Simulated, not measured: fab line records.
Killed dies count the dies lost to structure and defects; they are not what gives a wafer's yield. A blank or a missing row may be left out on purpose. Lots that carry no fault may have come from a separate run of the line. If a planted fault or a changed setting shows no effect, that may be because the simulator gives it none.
Matching of chambers :: flow n5_finfet :: uv_cure-01 running N5_BEOL_M10_CURE_72: 3 sister chambers
The step cures SiCOH lowk, time 120 s. 18 wafers are shown with their chamber, then 9 later ones without.

## WAFERS, EACH WITH ITS CHAMBER
wafer: L082.1
chamber: 0
wafer_temp_C_max: 371.0
lamp_power_pct (%): 52.32

wafer: L082.4
chamber: 0
wafer_temp_C_max: 371.1
lamp_power_pct (%): 52.30

wafer: L082.6
chamber: 0
wafer_temp_C_max: 371.9
lamp_power_pct (%): 52.35

wafer: L083.1
chamber: 0
wafer_temp_C_max: 371.4
lamp_power_pct (%): 52.34

wafer: L083.2
chamber: 0
wafer_temp_C_max: 371.2
lamp_power_pct (%): 52.28

wafer: L083.5
chamber: 0
wafer_temp_C_max: 371.0
lamp_power_pct (%): 52.34

wafer: L086.1
chamber: 2
wafer_temp_C_max: 372.6
lamp_power_pct (%): 52.37

wafer: L086.3
chamber: 2
wafer_temp_C_max: 372.3
lamp_power_pct (%): 52.41

wafer: L086.4
chamber: 2
wafer_temp_C_max: 372.0
lamp_power_pct (%): 52.32

wafer: L087.3
chamber: 0
wafer_temp_C_max: 371.2
lamp_power_pct (%): 52.37

wafer: L087.4
chamber: 0
wafer_temp_C_max: 371.7
lamp_power_pct (%): 52.26

wafer: L087.6
chamber: 0
wafer_temp_C_max: 371.6
lamp_power_pct (%): 52.35

wafer: L090.3
chamber: 1
wafer_temp_C_max: 371.7
lamp_power_pct (%): 52.22

wafer: L090.5
chamber: 1
wafer_temp_C_max: 371.1
lamp_power_pct (%): 52.26

wafer: L090.6
chamber: 1
wafer_temp_C_max: 371.2
lamp_power_pct (%): 52.37

wafer: L094.1
chamber: 1
wafer_temp_C_max: 371.0
lamp_power_pct (%): 52.26

wafer: L094.2
chamber: 1
wafer_temp_C_max: 371.1
lamp_power_pct (%): 52.44

wafer: L094.6
chamber: 1
wafer_temp_C_max: 371.1
lamp_power_pct (%): 52.43

SIGNATURES, as means of the wafers listed above
reading: wafer_temp_C_max
chamber 0: 371.344
chamber 1: 371.200
chamber 2: 372.300
scatter within a chamber: 0.299

reading: lamp_power_pct
chamber 0: 52.3233
chamber 1: 52.3300
chamber 2: 52.3667
scatter within a chamber: 0.0634
Rule: for each reading, subtract the chamber's mean from the wafer's reading, divide by that reading's scatter and square the result; add these up over the readings and take the root, which gives the wafer's distance from the chamber. If the next closest chamber is less than 2 further off than the closest, the wafer can't be placed; otherwise it belongs to the closest. How the scatter is found: for the shown wafers, subtract from each reading the mean of its chamber, square and add these, divide the total by (wafers less chambers), then take the root.

## WAFERS WITHOUT THEIR CHAMBER
wafer: L093.2
wafer_temp_C_max: 370.9
lamp_power_pct (%): 52.44

wafer: L093.4
wafer_temp_C_max: 371.0
lamp_power_pct (%): 52.33

wafer: L093.6
wafer_temp_C_max: 370.9
lamp_power_pct (%): 52.31

wafer: L095.1
wafer_temp_C_max: 372.5
lamp_power_pct (%): 52.32

wafer: L095.5
wafer_temp_C_max: 371.7
lamp_power_pct (%): 52.29

wafer: L095.6
wafer_temp_C_max: 372.7
lamp_power_pct (%): 52.29

wafer: L097.1
wafer_temp_C_max: 372.2
lamp_power_pct (%): 52.31

wafer: L097.3
wafer_temp_C_max: 372.4
lamp_power_pct (%): 52.26

wafer: L097.5
wafer_temp_C_max: 371.8
lamp_power_pct (%): 52.40

## WHICH CHAMBER EACH ONE RAN IN
wafer: L093.2
from the rows above: can't be placed: 1 or 0
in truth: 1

wafer: L093.4
from the rows above: can't be placed: 1 or 0
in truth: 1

wafer: L093.6
from the rows above: can't be placed: 1 or 0
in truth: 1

wafer: L095.1
from the rows above: 2
in truth: 2

wafer: L095.5
from the rows above: can't be placed: 0 or 1 or 2
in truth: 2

wafer: L095.6
from the rows above: 2
in truth: 2

wafer: L097.1
from the rows above: can't be placed: 2 or 0
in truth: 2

wafer: L097.3
from the rows above: can't be placed: 2 or 0
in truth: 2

wafer: L097.5
from the rows above: can't be placed: 2 or 0 or 1
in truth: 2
Correct placement for 2 of the 9. These rows do not allow placing 7 (true chamber among the candidates in 7). 0 placed wrongly.
